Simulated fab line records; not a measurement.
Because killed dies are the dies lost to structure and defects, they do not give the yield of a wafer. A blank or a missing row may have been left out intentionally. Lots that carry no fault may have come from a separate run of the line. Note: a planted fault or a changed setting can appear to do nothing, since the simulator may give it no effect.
Chamber matching	flow n5Finfet	N5_HKMG_FIN_ETCH_86 on rieDiel-03: 4 sister chambers
The step etches SOC in N2/H2, stops on TiN, target depth 393.2 nm. 4 wafers are shown with their chamber, then 8 later ones without.

WAFERS WITH THEIR CHAMBER
wafer	chamber	showerheadPlenumPTorr (Torr)
L083.5	0	2.40
L087.4	3	2.51
L087.5	2	2.42
L090.1	1	2.72

WAFERS WITH NO CHAMBER GIVEN
wafer	showerheadPlenumPTorr (Torr)
L090.4	2.51
L090.6	2.42
L094.3	2.50
L094.4	2.42
L094.5	2.71
L095.1	2.71
L095.3	2.71
L095.4	2.50

CHAMBER TAKEN BY EACH
wafer	from the rows above	in truth
L090.4	3	3
L090.6	2	2
L094.3	3	3
L094.4	2	2
L094.5	1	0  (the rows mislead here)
L095.1	1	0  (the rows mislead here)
L095.3	1	1
L095.4	3	3
6 of 8 placed correctly. Left unplaced by these rows: 0. 2 placed wrongly.
How it was worked out, from the rows above alone: a wafer's distance from a chamber is the root of the sum, over the readings, of the square of ((its reading less the chamber's mean) divided by the reading's scatter). If the next closest chamber is less than 2 further off than the closest, the wafer can't be placed; otherwise it belongs to the closest. The mean given for a chamber averages the wafers shown for that chamber. The scatter (one wafer shown for each chamber): square how far every hidden wafer sits from the nearest shown wafer, average those squares and take the square root.
